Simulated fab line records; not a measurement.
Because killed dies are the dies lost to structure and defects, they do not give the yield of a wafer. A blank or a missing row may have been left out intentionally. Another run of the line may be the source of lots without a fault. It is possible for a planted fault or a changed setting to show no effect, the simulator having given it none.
Matching of chambers + flow nandHarc + pecvd-01 running NHARC_A_STAIRCASE_DEP_156: 3 sister chambers
The step deposits SiNx, target thk 50 nm. 3 wafers are shown with their chamber, then 7 later ones without.

WAFERS WITH THEIR CHAMBER
| wafer  | chamber | heaterPowerW (W) |
|--------|---------|------------------|
| L082.5 | 1       | 594              |
| L085.1 | 0       | 610              |
| L085.2 | 2       | 900              |

WAFERS WHOSE CHAMBER IS MISSING
| wafer  | heaterPowerW (W) |
|--------|------------------|
| L085.5 | 652              |
| L093.2 | 766              |
| L093.5 | 659              |
| L093.6 | 594              |
| L096.3 | 660              |
| L096.4 | 597              |
| L096.6 | 663              |

THE CHAMBER EACH PASSED THROUGH
| wafer  | from the rows above          | in truth |
|--------|------------------------------|----------|
| L085.5 | can't be placed: 0 or 1      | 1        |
| L093.2 | can't be placed: 2 or 0 or 1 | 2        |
| L093.5 | can't be placed: 0 or 1      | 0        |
| L093.6 | can't be placed: 1 or 0      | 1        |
| L096.3 | can't be placed: 0 or 1      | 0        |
| L096.4 | can't be placed: 1 or 0      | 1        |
| L096.6 | can't be placed: 0 or 1      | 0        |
0 of 7 placed correctly. Unplaceable from these rows: 7, with the true chamber sitting among the candidates in 7. Wrongly placed: 0.
How it was worked out, from the rows above alone: a wafer's distance from a chamber is the root of the sum, over the readings, of the square of ((its reading less the chamber's mean) divided by the reading's scatter). If the next closest chamber is less than 2 further off than the closest, the wafer can't be placed; otherwise it belongs to the closest. A chamber's mean is the mean of its shown wafers. The scatter (one wafer shown for each chamber): square how far every hidden wafer sits from the nearest shown wafer, average those squares and take the square root.
